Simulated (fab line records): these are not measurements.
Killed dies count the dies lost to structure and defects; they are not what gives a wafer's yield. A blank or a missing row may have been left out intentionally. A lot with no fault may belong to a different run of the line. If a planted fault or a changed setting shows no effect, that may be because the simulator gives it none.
Matching of chambers ; flow nand-harc ; 4 sister chambers for NHARC_A_CONTACT_ETCH_51 on rie-diel-10
The step etches the open film in O2/COS, target depth 7000 nm, time 1820 s. 4 wafers are shown with their chamber, then 8 later ones without.

== WAFERS PAIRED WITH THEIR CHAMBERS ==
wafer;chamber;drypump-motor-current-A (A)
L674.5;3;5.84
L674.6;0;6.20
L677.5;1;5.70
L678.1;2;6.24

== WAFERS WITH NO CHAMBER GIVEN ==
wafer;drypump-motor-current-A (A)
L678.5;5.68
L678.6;6.16
L679.2;6.27
L679.4;6.18
L679.6;6.27
L680.3;6.15
L680.5;5.67
L680.6;6.17

== WHICH CHAMBER EACH WENT THROUGH ==
wafer;from the rows above;in truth
L678.5;1;1
L678.6;can't be placed: 0 or 2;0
L679.2;can't be placed: 2 or 0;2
L679.4;can't be placed: 0 or 2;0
L679.6;can't be placed: 2 or 0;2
L680.3;can't be placed: 0 or 2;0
L680.5;1;1
L680.6;can't be placed: 0 or 2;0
Placed correctly: 2 of 8. Can't be placed from these rows: 6 (the true chamber is among the candidates in 6). Placed wrongly: 0.
How it was worked out, from the rows above alone: a wafer's distance from a chamber is the root of the sum, over the readings, of the square of ((its reading less the chamber's mean) divided by the reading's scatter). If the next closest chamber is less than 2 further off than the closest, the wafer can't be placed; otherwise it belongs to the closest. Each chamber's mean is taken over the wafers shown for it. The scatter: with one shown wafer a chamber, the root of the mean of the squares of how far each hidden wafer lies from its nearest shown one.
